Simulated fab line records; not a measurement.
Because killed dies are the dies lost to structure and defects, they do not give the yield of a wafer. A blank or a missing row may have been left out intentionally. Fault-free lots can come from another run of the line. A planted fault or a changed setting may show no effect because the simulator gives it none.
A lot that was struck, set against a sound lot	flow n5-finfet	37 out of 1938 route steps
Sound: the wafers L566.1, L566.3, L566.5. The struck wafers were L561.2, L561.3, L561.4. The cause is given at the end.
At each step with rows: each side's tool, then ch and its chambers, then its first start. Under that, the readings that differ: sound wafers	struck wafers	difference of the means	sigmas: that difference in standard deviations of wafers without a fault.
alike: a reading whose means differ by less than 2 such deviations, as well as words and numbers matching on both sides. not compared: withheld readings; readings where some wafer has no value; bounds like >300 that might hide an equal value; numbers whose values overlap and for which the record gives no deviation.
The two part at a step that has a row with sigmas, a row that says differs or no value, or rows on one side only. When numbers do not overlap yet have no deviation, they are printed without sigmas and do not part them. Lack of a reading on every wafer of one side parts them only where that side has two or more wafers.

first, 9 steps without rows for these wafers: N5_WELL_APT_HMDS_01 (time 60 s); N5_WELL_APT_COAT_02 (resist thk 950 nm); N5_WELL_APT_EBR_04; N5_WELL_APT_SOFTBAKE_03 (time 60 s); N5_WELL_APT_EXPOSE_05 (exposes mask NWELL, defocus 0 nm, target cd 200 nm); N5_WELL_APT_PEB_06 (peb time 90 s); N5_WELL_APT_DEVELOP_07 (develop time 45 s); N5_WELL_APT_HARDBAKE_12 (time 120 s); N5_WELL_APT_DESCUM_13 (chemistry O2, time 7.9 s).
N5_WELL_APT_IMPLANT_14:
  sound on implanter-01 ch 0, day 4 19:47; struck on implanter-02 ch 0, day 3 13:50
reading	sound	struck	difference	sigmas
dose-ions-cm2	1.4983e+13 1.5e+13 1.5006e+13	1.9808e+13 1.9774e+13 1.9788e+13	+4.7937e+12	+99 or more
faraday-current-uA	183 190 193	254 251 247	+62	+18
then, 25 steps without rows for these wafers: N5_WELL_APT_IMPLANT_15; N5_WELL_APT_STRIP_16 (strips in SPM, time 900 s); N5_WELL_APT_HMDS_18 (time 60 s); N5_WELL_APT_COAT_19 (resist thk 950 nm); N5_WELL_APT_EBR_21; N5_WELL_APT_SOFTBAKE_20 (time 60 s); N5_WELL_APT_EXPOSE_22 (exposes mask PWELL, defocus 0 nm, target cd 200 nm); N5_WELL_APT_PEB_23 (peb time 90 s); N5_WELL_APT_DEVELOP_24 (develop time 45 s); N5_WELL_APT_HARDBAKE_29 (time 120 s); N5_WELL_APT_DESCUM_30 (chemistry O2, time 7.9 s); N5_WELL_APT_IMPLANT_31; N5_WELL_APT_IMPLANT_32; N5_WELL_APT_STRIP_33 (strips in SPM, time 900 s); N5_WELL_APT_RTA_34 (time 10 s); N5_WELL_APT_OXIDE_STRIP_42 (strips SiO2 in dHF, time 45 s, target depth 12 nm); N5_WELL_APT_PRECLEAN_36 (cleans in O3/DIW, time 45 s); N5_WELL_APT_PRECLEAN_39 (cleans in dHF, time 60 s); N5_WELL_APT_SRD_37 (time 30 s); N5_WELL_APT_EPI_41 (deposits Si from SiH4/H2, target thk 50 nm, time 297.7 s); N5_PMOS_HMC_CHANNEL_EPI_HM_DEP_34 (deposits SiO2 from TEOS/O2, target thk 36 nm, time 6.9 s); N5_PMOS_HMC_CHANNEL_EPI_COAT_31 (time 60 s, resist thk 66 nm); N5_PMOS_HMC_CHANNEL_EPI_COAT_03 (resist thk 205 nm); N5_PMOS_HMC_CHANNEL_EPI_EBR_05; N5_PMOS_HMC_CHANNEL_EPI_SOFTBAKE_04 (time 60 s).
-- a jump in the record: the struck wafers' starts before and after are 6 days apart (it breaks off in module PMOS_HMC_CHANNEL_EPI and resumes in module BEOL_M4, where the first step shown is number 1111 of the route) --
N5_BEOL_M4_RC_MEAS_101:
  sound on prober-02 ch 0, day 11 10:38; struck on prober-01 ch 0, day 9 21:16
reading	sound	struck	difference	sigmas
DIBL_N (mV/V)	38.9 37.4 37.7	34.3 35.8 35.5	-2.8	-2
RS_NWELL (ohm/sq)	1038 1044 1047	887 883 891	-156	-24
  alike: DIBL_P, IOFF_N, IOFF_P, ION_N, ION_P, SS_N, SS_P, VT_N, VT_P
N5_PASSIVATION_PROBE_49:
  sound wafers here have rows in the record (prober-01, day 15 15:24); struck ones have none

## WHERE THEY PART
Last at N5_PASSIVATION_PROBE_49 as far as this record goes, first at N5_WELL_APT_IMPLANT_14.

WHY: what the simulator had put in
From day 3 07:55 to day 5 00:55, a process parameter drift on implanter-02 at N5_WELL_APT_IMPLANT_14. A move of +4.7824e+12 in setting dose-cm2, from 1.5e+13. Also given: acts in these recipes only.
